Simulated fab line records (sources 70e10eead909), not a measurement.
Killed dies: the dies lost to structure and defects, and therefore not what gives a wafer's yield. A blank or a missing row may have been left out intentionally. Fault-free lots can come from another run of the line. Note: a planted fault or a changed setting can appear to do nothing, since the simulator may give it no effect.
Chamber matching | flow nandHarc | 3 sister chambers for NHARC_A_SGD_CUT_DEP_00 on pecvd-03
The step deposits SiNx, target thk 50 nm. 6 wafers are shown with their chamber, then 10 later ones without.

== WAFERS, EACH WITH ITS CHAMBER ==
wafer  | chamber | heaterPowerW (W)
L079.2 | 1       | 895
L093.2 | 0       | 804
L093.5 | 0       | 807
L093.6 | 2       | 647
L093.1 | 2       | 655
L093.3 | 1       | 905

== WAFERS WHOSE CHAMBER IS MISSING ==
wafer  | heaterPowerW (W)
L093.4 | 885
L094.1 | 662
L094.3 | 830
L094.4 | 780
L092.1 | 850
L092.2 | 847
L092.4 | 833
L096.2 | 900
L096.4 | 730
L096.6 | 911

== WHICH CHAMBER EACH ONE RAN IN ==
wafer  | from the rows above     | in truth
L093.4 | 1                       | 1
L094.1 | 2                       | 2
L094.3 | 0                       | 0
L094.4 | 0                       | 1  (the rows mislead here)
L092.1 | can't be placed: 0 or 1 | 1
L092.2 | 0                       | 0
L092.4 | 0                       | 0
L096.2 | 1                       | 1
L096.4 | can't be placed: 0 or 2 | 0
L096.6 | 1                       | 1
Correct placement for 7 of the 10. Can't be placed from these rows: 2 (the true chamber is among the candidates in 2). 1 placed wrongly.
How it was worked out, from the rows above alone: a wafer's distance from a chamber is the root of the sum, over the readings, of the square of ((its reading less the chamber's mean) divided by the reading's scatter). The wafer belongs to the nearest chamber; if the next one is less than 2 further off, it can't be placed. The mean given for a chamber averages the wafers shown for that chamber. The scatter: take each reading less its chamber's mean, square it, sum over the shown wafers, divide by the number of wafers less the number of chambers, and take the root.
